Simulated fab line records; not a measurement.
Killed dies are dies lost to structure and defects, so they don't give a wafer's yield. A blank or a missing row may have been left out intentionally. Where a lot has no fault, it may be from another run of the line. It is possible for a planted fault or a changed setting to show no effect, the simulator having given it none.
Lot-split experiment ; flow n5 finfet ; on a route of 1938 steps: 7 lots, 39 wafers read

ABOUT THE SPLIT
At N5_BEOL_M13_ILD_DEP_00 (deposits SiOC from DEMS/O2, target thk 837.92 nm, time 166.4 s), the setting time s was moved away from the recipe's 166.4 s on 9 of the 39 wafers read, by -18.5% to +46.5%. The other wafers ran this setting at the recipe's value.

FROM THE SPLIT TO THE READING: what the file shows between them, 7 steps
- N5_BEOL_M13_THK_MEAS_01
- N5_BEOL_M13_COAT_58: time 60 s, resist thk 89 nm
- N5_BEOL_M13_COAT_04: resist thk 400 nm
- N5_BEOL_M13_DESCUM_15: chemistry O2, time 7.9 s
- N5_BEOL_M13_ETCH_59: etches BARC in N2/H2, target depth 89 nm, overetch 26.7 nm, time 67.9 s
- N5_BEOL_M13_VIA_ETCH_16: etches SiOC in C4F8/O2/Ar, target depth 921.7 nm
- N5_BEOL_M13_STRIP_63: strips in N2/H2

THE READING
oes product au, in a.u., at N5_BEOL_M13_STRIP_64 (strips in N2/H2). A value of 0.715 a.u. with a standard deviation of 0.0039 a.u. is what fault-free wafers of this fab line usually give.

wafer;tool, chamber at the split;time s as run, s;against the recipe;oes product au, a.u.;against lot-mates on the recipe
L075.1;pecvd-03, 0;166.4;recipe;0.717;-
L075.2;pecvd-03, 1;166.4;recipe;0.717;-
L075.3;pecvd-03, 0;166.4;recipe;0.706;-
L075.4;pecvd-03, 1;166.4;recipe;0.709;-
L075.5;pecvd-03, 0;166.4;recipe;0.714;-
L075.6;pecvd-03, 1;166.4;recipe;0.723;-
L074.1;pecvd-04, 0;166.4;recipe;0.710;-
L074.2;pecvd-04, 2;166.4;recipe;0.720;-
L074.3;pecvd-04, 1;166.4;recipe;0.712;-
L074.4;pecvd-04, 2;166.4;recipe;0.716;-
L074.5;pecvd-04, 0;166.4;recipe;0.720;-
L074.6;pecvd-04, 1;166.4;recipe;0.713;-
L077.1;pecvd-04, 0;166.4;recipe;0.725;-
L077.2;pecvd-04, 2;135.6;-18.5%;0.718;-0.001
L077.3;pecvd-04, 1;135.6;-18.5%;0.720;+0.001
L077.4;pecvd-04, 0;166.4;recipe;0.720;-
L077.5;pecvd-04, 2;135.6;-18.5%;0.714;-0.005
L077.6;pecvd-04, 1;166.4;recipe;0.713;-
L082.1;pecvd-04, 1;166.4;recipe;0.715;-
L082.4;pecvd-04, 2;166.4;recipe;0.722;-
L082.5;pecvd-04, 0;166.4;recipe;0.715;-
L084.1;pecvd-03, 2;166.4;recipe;0.715;-
L084.2;pecvd-03, 1;166.4;recipe;0.712;-
L084.3;pecvd-03, 1;166.4;recipe;0.721;-
L084.4;pecvd-03, 2;166.4;recipe;0.717;-
L084.5;pecvd-03, 1;166.4;recipe;0.718;-
L084.6;pecvd-03, 2;166.4;recipe;0.716;-
L088.1;pecvd-03, 1;243.8;+46.5%;0.661;-0.054
L088.2;pecvd-03, 2;166.4;recipe;0.722;-
L088.3;pecvd-03, 0;243.8;+46.5%;0.658;-0.057
L088.4;pecvd-03, 1;243.8;+46.5%;0.647;-0.068
L088.5;pecvd-03, 0;166.4;recipe;0.706;-
L088.6;pecvd-03, 2;166.4;recipe;0.716;-
L095.1;pecvd-03, 2;166.4;recipe;0.713;-
L095.2;pecvd-03, 0;233.2;+40.1%;0.668;-0.048
L095.3;pecvd-03, 2;233.2;+40.1%;0.665;-0.051
L095.4;pecvd-03, 0;166.4;recipe;0.717;-
L095.5;pecvd-03, 0;166.4;recipe;0.718;-
L095.6;pecvd-03, 2;233.2;+40.1%;0.662;-0.054

THE FIT
A straight line over all 39 wafers: oes product au changes by -0.00115 a.u. for each +1% of time s; r = -0.94; the points scatter about the line by 0.0073 a.u.
The same after taking each lot's own level away (the mean of its wafers on the recipe; 39 wafers): -0.00111 a.u. for each +1%; r = -0.93; scatter 0.0078 a.u.
That fit puts the effect of the largest move of time s on the reading at 0.052 a.u.
Measured against the standard deviation above, the lots' own levels, which go from 0.7143 to 0.7193 a.u., span 1.3 times it.
Consequently the slope shifts little with the lot-to-lot level, the two slopes agreeing.
Check: -0.0547 a.u. against its lot-mates is what the line predicts for one of the wafers moved furthest among these (+46.5%) when that wafer is left out of the fit. Against them it came out at -0.0537 a.u.

ADDITIONAL SPLITS CARRIED BY THESE WAFERS
Note: prior to the reading, these wafers also went through further splits. Each is held against what the fit with the lots' levels taken away leaves over:
other split on the same wafers;wafers away from the commonest value;r with oes product au (lot level and that fit taken away)
N5_BEOL_M11_ILD_DEP_00 target thk a;15;+0.01

THE WHOLE CHAIN: every reading that the file lists as answering this split, in the file's order
step;what it does;reading;change (the file's fit);r (the file's)
N5_BEOL_M13_ILD_DEP_00;deposits SiOC from DEMS/O2, target thk 837.92 nm, time 166.4 s;SiOC_of_BEOL_M13_ILD_DEP_00.thk nm (the simulator's own value, which no gauge read);+8.35 nm for each +1% of the setting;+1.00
N5_BEOL_M13_THK_MEAS_01;;M13_ILD_THK;+8.35 for each +1% of the setting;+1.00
N5_BEOL_M13_VIA_ETCH_16;etches SiOC in C4F8/O2/Ar, target depth 921.7 nm;etch.depth nm (the simulator's own value, which no gauge read);+8.35 nm for each +1% of the setting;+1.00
N5_BEOL_M13_VIA_ETCH_16;etches SiOC in C4F8/O2/Ar, target depth 921.7 nm;BARC_of_BEOL_M13_COAT_58.thk nm (the simulator's own value, which no gauge read);-0.87 nm for each +1% of the setting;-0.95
N5_BEOL_M13_VIA_ETCH_16;etches SiOC in C4F8/O2/Ar, target depth 921.7 nm;coat_of_BEOL_M13_COAT_04.thk nm (the simulator's own value, which no gauge read);-1.6 nm for each +1% of the setting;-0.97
N5_BEOL_M13_STRIP_63;strips in N2/H2;oes product au;-0.00941 a.u. for each +1% of the setting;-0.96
N5_BEOL_M13_STRIP_63;strips in N2/H2;strip time to endpoint s;not straight: withheld at the lowest setting, withheld at the recipe, withheld at the highest;not given
N5_BEOL_M13_STRIP_64;strips in N2/H2;oes product au;-0.00116 a.u. for each +1% of the setting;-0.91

THE FILE'S OWN FIT
oes product au changes by -0.00116 a.u. for each +1% of time s, r = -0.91.
